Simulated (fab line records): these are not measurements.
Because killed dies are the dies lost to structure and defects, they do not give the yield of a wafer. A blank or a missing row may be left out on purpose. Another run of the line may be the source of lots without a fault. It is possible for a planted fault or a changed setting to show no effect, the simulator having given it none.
Which of the tools did it?	flow nandHarc	12 lots, 36 wafers sampled, at 5 steps of a route of 1302

== WHAT THE GAUGES READ, wafer by wafer ==
NHARC_END_SORT_01. Usual: killedAtArray 62, standard deviation 15; killedAtOther 0.8, standard deviation 1; killedAtPeriphery 3.7, standard deviation 2.6; killedDies 66, standard deviation 15; killedOpen 3.1, standard deviation 1.8; killedShort 2.6, standard deviation 1.7.
lot	measured	on	killedAtArray	killedAtOther	killedAtPeriphery	killedDies	killedOpen	killedShort	flag
L274	day 28 07:16	prober-01	677 674 675	0 0 0	0 3 2	677 677 677	1 7 3	5 2 2	OFF
L275	day 28 12:23	prober-02	674 670 670	0 1 0	3 6 7	677 677 677	3 2 2	2 2 5	OFF
L278	day 29 03:23	prober-02	665 672 672	0 0 0	12 5 5	677 677 677	5 2 2	1 1 2	OFF

== WHAT TOOL EACH LOT RAN ON (gives the tool, then ch and the chambers of the sampled wafers, and finally the start) ==
lot	NHARC_A_CONTACT_DEP_57	NHARC_A_CONTACT_DESCUM_74	NHARC_A_CONTACT_ETCH_77	NHARC_A_CONTACT_ETCH_130
L270	aclDep-03 ch 0, day 24 00:20	rieDiel-01 ch 0,1, day 24 03:27	rieDiel-01 ch 0,1,3, day 24 04:05	harCapEtch-01 ch 0,1, day 24 06:25
L274	aclDep-03 ch 0, day 25 13:36	rieDiel-01 ch 0,2,3, day 25 17:44	rieDiel-01 ch 2,3, day 25 18:20	harCapEtch-03 ch 0,1, day 25 20:50
L275	aclDep-03 ch 0, day 25 20:11	rieDiel-01 ch 0,1,2, day 25 23:50	rieDiel-01 ch 1,2,3, day 26 00:21	harCapEtch-02 ch 0,1, day 26 02:29
L278	aclDep-02 ch 0, day 26 09:31	rieDiel-05 ch 0,2,3, day 26 13:07	rieDiel-05 ch 0,2,3, day 26 13:43	harCapEtch-01 ch 0,1, day 26 16:11
L281	aclDep-02 ch 0, day 28 04:38	rieDiel-01 ch 0,3, day 28 08:36	rieDiel-01 ch 0,1,2, day 28 09:08	harCapEtch-03 ch 1, day 28 11:13
L280	aclDep-01 ch 0, day 28 06:13	rieDiel-11 ch 0,2,3, day 28 09:18	rieDiel-11 ch 1,3, day 28 09:50	harCapEtch-01 ch 0,1, day 28 12:22
L279	aclDep-01 ch 0, day 28 17:47	rieDiel-01 ch 1,2, day 28 21:23	rieDiel-01 ch 0,1,3, day 28 21:54	harCapEtch-03 ch 1, day 29 00:02
L285	aclDep-02 ch 0, day 29 13:30	rieDiel-01 ch 0,1, day 29 17:31	rieDiel-01 ch 0,1, day 29 18:03	harCapEtch-01 ch 0,1, day 29 20:08
L283	aclDep-01 ch 0, day 29 13:53	rieDiel-11 ch 1,2, day 29 18:03	rieDiel-11 ch 0,2,3, day 29 18:38	harCapEtch-02 ch 0,1, day 29 20:52
L284	aclDep-01 ch 0, day 30 14:35	rieDiel-05 ch 1,2, day 30 17:41	rieDiel-05 ch 0,1,2, day 30 18:17	harCapEtch-02 ch 0,1, day 30 20:28
L286	aclDep-02 ch 0, day 30 23:59	rieDiel-01 ch 0,1, day 31 03:39	rieDiel-01 ch 0,1,3, day 31 04:16	harCapEtch-02 ch 0,1, day 31 06:35
L288	aclDep-01 ch 0, day 31 06:04	rieDiel-01 ch 0,1, day 31 10:05	rieDiel-01 ch 0,1,3, day 31 10:47	harCapEtch-02 ch 0,1, day 31 13:06
- NHARC_A_CONTACT_DEP_57: deposits aC, target thk 5300 nm.
- NHARC_A_CONTACT_DESCUM_74: chemistry O2, time 3 s.
- NHARC_A_CONTACT_ETCH_77: etches the open film in CF4/CHF3, target depth 108.9 nm, time 54.5 s.
- NHARC_A_CONTACT_ETCH_130: etches the open film in C4F8/O2/Ar, time 197 s, target depth 1918 nm.

== AS READ BY THE TOOLS THEMSELVES (means over the sampled wafers that have a number; for cases with no such wafer, the mark the record gives instead) ==
NHARC_A_CONTACT_DEP_57. Usual: susceptorTempC 400.00 C, standard deviation 0.22; throttleValvePct 35.000 %, standard deviation 0.0088.
lot	tool	susceptorTempC (C)	throttleValvePct (%)	flag
L270	aclDep-03	400.01	35.003	
L274	aclDep-03	-	34.988	OFF
L275	aclDep-03	400.17	35.004	
L278	aclDep-02	-	35.002	OFF
L281	aclDep-02	-	35.002	OFF
L280	aclDep-01	399.83	35.000	
L279	aclDep-01	-	35.002	OFF
L285	aclDep-02	400.01	35.000	
L283	aclDep-01	399.95	35.002	
L284	aclDep-01	400.06	34.999	
L286	aclDep-02	400.01	34.996	
L288	aclDep-01	400.04	35.002	

NHARC_A_CONTACT_DESCUM_74. Usual: drypumpMotorCurrentA 5.6 A, standard deviation 0.57; oesProductAu 1.007 a.u., standard deviation 0.0095; rfVppV 57.8 V, standard deviation 0.89; showerheadPlenumPTorr 1.90 Torr, standard deviation 0.11; throttleValvePct 11.311 %, standard deviation 0.0098.
lot	tool	drypumpMotorCurrentA (A)	oesProductAu (a.u.)	rfVppV (V)	showerheadPlenumPTorr (Torr)	throttleValvePct (%)	flag
L270	rieDiel-01	5.6	0.998	57.6	1.90	11.318	
L274	rieDiel-01	5.7	1.004	57.5	1.85	11.306	
L275	rieDiel-01	5.3	1.015	58.0	1.93	11.315	
L278	rieDiel-05	6.2	1.001	57.8	1.83	11.310	
L281	rieDiel-01	6.2	1.014	56.9	1.81	11.312	
L280	rieDiel-11	5.7	1.004	58.6	1.99	11.306	
L279	rieDiel-01	4.9	1.015	58.4	2.01	11.309	
L285	rieDiel-01	5.3	1.020	58.8	1.97	11.309	
L283	rieDiel-11	5.6	1.005	58.8	1.99	11.314	
L284	rieDiel-05	5.6	1.001	58.2	1.84	11.317	
L286	rieDiel-01	5.4	1.006	57.8	1.97	11.305	
L288	rieDiel-01	5.3	1.014	57.9	1.97	11.304	

NHARC_A_CONTACT_ETCH_77. Usual: biasW 200.1 W, standard deviation 0.58; cf4FlowSccm 100.00 sccm, standard deviation 0.29; chf3FlowSccm 30.00 sccm, standard deviation 0.085; drypumpMotorCurrentA 5.6 A, standard deviation 0.59; oesProductAu 0.944 a.u., standard deviation 0.019; rfVppV 370.1 V, standard deviation 2.9; showerheadPlenumPTorr 1.56 Torr, standard deviation 0.085; throttleValvePct 16.802 %, standard deviation 0.0092.
lot	tool	biasW (W)	cf4FlowSccm (sccm)	chf3FlowSccm (sccm)	drypumpMotorCurrentA (A)	oesProductAu (a.u.)	rfVppV (V)	showerheadPlenumPTorr (Torr)	throttleValvePct (%)	flag
L270	rieDiel-01	199.6	100.16	29.96	5.8	0.965	369.8	1.56	16.799	
L274	rieDiel-01	-	-	-	-	-	-	-	-	OFF
L275	rieDiel-01	-	-	-	-	-	-	-	-	OFF
L278	rieDiel-05	-	-	-	-	-	-	-	-	OFF
L281	rieDiel-01	200.1	99.97	29.92	5.3	0.930	370.1	1.59	16.809	
L280	rieDiel-11	200.3	100.18	29.97	5.5	0.975	371.4	1.62	16.801	
L279	rieDiel-01	200.1	100.20	30.02	5.7	0.938	369.1	1.56	16.803	
L285	rieDiel-01	200.7	100.04	29.94	5.3	0.938	372.2	1.62	16.801	
L283	rieDiel-11	200.4	100.00	30.01	5.7	0.974	371.6	1.63	16.802	
L284	rieDiel-05	200.1	100.13	29.95	6.1	0.920	367.8	1.51	16.803	
L286	rieDiel-01	200.7	99.86	30.00	5.7	0.933	370.7	1.55	16.794	
L288	rieDiel-01	199.9	99.95	29.97	5.7	0.937	369.7	1.55	16.795	

NHARC_A_CONTACT_ETCH_130. Usual: chamberPressureMTorr 20.002 mTorr, standard deviation 0.021; oesAirLineAu 1.000 a.u., standard deviation 0.02.
lot	tool	chamberPressureMTorr (mTorr)	oesAirLineAu (a.u.)	flag
L270	harCapEtch-01	20.018	0.985	
L274	harCapEtch-03	20.004	1.006	
L275	harCapEtch-02	19.973	1.018	
L278	harCapEtch-01	20.004	0.980	
L281	harCapEtch-03	19.998	1.001	
L280	harCapEtch-01	19.999	1.007	
L279	harCapEtch-03	20.018	0.999	
L285	harCapEtch-01	19.978	0.995	
L283	harCapEtch-02	20.023	1.022	
L284	harCapEtch-02	20.008	0.987	
L286	harCapEtch-02	19.991	1.020	
L288	harCapEtch-02	19.987	0.999	

== THE ANSWER, worked out from the rows above alone ==
Rule: lot off if the mean of its wafers having a number is beyond 3 standard deviations from the usual mean. Also off: a lot with no number at a reading for which 4 or more lots have one. Where the step has rows for the other lots, those lots are counted as sound. Order of review: gauges by route order, followed by the tools' own readings, for which a lot's mean as printed above is used. The first step at which some lot is off is used, and at that step the reading that is off furthest; a lot without a number counts as furthest.
Off, at NHARC_END_SORT_01 on killedAtArray: L274, L275, L278. Neither off nor sound, because the step has no rows for them: L270, L281, L280, L279, L285, L283, L284, L286, L288.
A tool fits if, at a process step before that reading, it ran every lot that is off, and no sound lot after the first of them. Not tried: the gauges at NHARC_END_SORT_01; whatever is off there is also off at NHARC_A_CONTACT_ETCH_77, on other tools, and gauge error can't account for it. Of those tried, none fits.

== WHAT THE SIMULATOR HAD PUT IN ==
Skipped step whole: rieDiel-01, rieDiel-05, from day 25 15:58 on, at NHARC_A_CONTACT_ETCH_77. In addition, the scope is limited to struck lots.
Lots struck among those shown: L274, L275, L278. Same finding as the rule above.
